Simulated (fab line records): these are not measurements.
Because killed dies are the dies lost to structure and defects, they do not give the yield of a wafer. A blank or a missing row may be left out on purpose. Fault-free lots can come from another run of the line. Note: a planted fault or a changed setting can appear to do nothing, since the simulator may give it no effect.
Struck lot and sound lot, side by side -- flow n5 finfet -- 26 steps out of a route of 1938
Sound: the wafers L834.3, L834.4, L834.5. Wafers struck: L842.2, L842.4, L842.5. The cause comes at the end.
Per side, at each step with rows, come the tool, then ch with its chambers, and then its first start. Under that, the readings that differ: sound wafers -- struck wafers -- difference of the means -- sigmas: that difference in standard deviations of wafers without a fault.
alike: words and numbers the same on both sides, and readings whose means are apart by under 2 such deviations; not compared: readings that were withheld, readings missing a value for some wafer, numbers with overlapping values and no deviation given by the record, and bounds like >300 which may hide the same value.
The two part at a step that has a row with sigmas, a row that says differs or no value, or rows on one side only. Numbers that have no deviation but don't overlap get no sigmas and don't part them. A reading that every wafer of one side lacks parts them only if that side has two wafers or more.

first, 10 steps without rows for these wafers: N5_SD_EPI_N_STRIP_18 (strips in SPM, time 750 s); N5_SD_EPI_N_SRD_20 (time 30 s); N5_SD_EPI_N_PRECLEAN_48 (cleans in NF3:NH3, afs cycles 2, time 20 s, sublimation time 60 s); N5_SD_EPI_N_VAPOR_ETCH_50 (etches Si in HCl, time 54 s); N5_SD_EPI_N_EPI_21 (deposits Si:P, time 690 s); N5_SD_EPI_N_PRECLEAN_24 (cleans in O3/DIW, time 60 s); N5_SD_EPI_N_SRD_25 (time 30 s); N5_SD_EPI_N_PRECLEAN_49 (cleans in NF3:NH3, afs cycles 1, time 20 s, sublimation time 60 s); N5_SD_EPI_N_LINER_46 (material SiNx, target thk 3 nm); N5_SD_EPI_P_COAT_34 (time 60 s, resist thk 350 nm).
N5_SD_EPI_P_COAT_35: time 60 s, resist thk 35 nm.
  sound on litho track-01 ch 0, day 5 05:26; struck on litho track-01 ch 0, day 7 02:23
reading,sound,struck,difference,sigmas
spin speed rpm (rpm),1500.3 1499.7 1499.9,1249.5 1249.5 1250.1,-250.3,-99 or more
model.SiARC_of_SD_EPI_P_COAT_35.thk nm (nm),35.2 35.2 35.2,38.2 38.2 38.2,+3.0,
then, 7 steps without rows for these wafers: N5_SD_EPI_P_COAT_03 (resist thk 150 nm); N5_SD_EPI_P_EBR_05; N5_SD_EPI_P_SOFTBAKE_04 (time 60 s); N5_SD_EPI_P_EXPOSE_06 (exposes mask SD P BLK, target cd 240 nm); N5_SD_EPI_P_PEB_07 (peb time 60 s); N5_SD_EPI_P_DEVELOP_08 (develop time 30 s); N5_SD_EPI_P_DESCUM_14 (chemistry O2, time 7.9 s).
N5_SD_EPI_P_ETCH_36: etches SiARC in CF4, target depth 45.5 nm, time 75.8 s.
  sound on rie diel-03 ch 1,2,3, day 5 06:00; struck on rie diel-03 ch 1,3, day 7 02:45
reading,sound,struck,difference,sigmas
etch rf on time s (s),76.7 70.9 80.1,84.1 84.6 75.9,+5.6,+2
model.etch.depth nm (nm),35.17 35.2 35.21,38.29 38.27 38.29,+3.09,
model.CAR-ArF-block_of_SD_EPI_P_COAT_03.thk nm (nm),111.2 111.2 110.8,108.6 108.4 108,-2.7,
  alike: drypump motor current A, mfc ar sccm, oes product au, rf vpp V, showerhead plenum p Torr, throttle valve pct
  not compared: rf hours counter h
then, 4 steps without rows for these wafers: N5_SD_EPI_P_ETCH_37 (etches SOC in N2/H2, overetch 108 nm, time 486 s); N5_SD_EPI_P_STRIP_38 (strips in N2/H2); N5_SD_EPI_P_ETCHBACK_46 (etches SiNx in CH3F/O2, stops on SiO2, target depth 17.5 nm); N5_SD_EPI_P_ETCH_47 (etches SiOCN in CH3F/O2, target depth 25 nm).
N5_SD_EPI_P_ETCH_16: etches SiO2 in CHF3/O2, target depth 5 nm.
  sound on rie diel-03 ch 1,2,3, day 5 06:35; struck on rie diel-03 ch 1,3, day 7 03:20
reading,sound,struck,difference,sigmas
model.SiARC_of_SD_EPI_P_COAT_35.thk nm (nm),11.2 9.8 12.8,15.6 15.4 13.2,+3.5,
  alike: drypump motor current A, mfc ar sccm, oes product au, rf vpp V, showerhead plenum p Torr, throttle valve pct
  not compared: rf hours counter h
then, 1 step without rows for these wafers: N5_SD_EPI_P_STRIP_50 (strips in CHF3/O2).
-- a jump in the record: the struck wafers' starts before and after are 5 days apart (it breaks off in module SD_EPI_P and resumes in module BEOL_M4, where the first step shown is number 1111 of the route) --
N5_BEOL_M4_RC_MEAS_101:
  sound on prober-01 ch 0, day 10 16:52; struck on prober-01 ch 0, day 12 11:19
reading,sound,struck,difference,sigmas
DIBL_N (mV/V),34.3 32.7 32.1,39.8 41.8 34.9,+5.8,+2
IOFF_N (nA/um),0.13 0.11 0.11,0.24 0.29 0.14,+0.11,+2
  alike: DIBL_P, IOFF_P, ION_N, ION_P, SS_N, SS_P, VT_N, VT_P

== WHERE THEY PART ==
At N5_SD_EPI_P_COAT_35 first; at N5_BEOL_M4_RC_MEAS_101 last (within this record only).

WHY: what had been put in by the simulator
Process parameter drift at N5_SD_EPI_P_COAT_35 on litho track-01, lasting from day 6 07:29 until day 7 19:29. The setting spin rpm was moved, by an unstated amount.
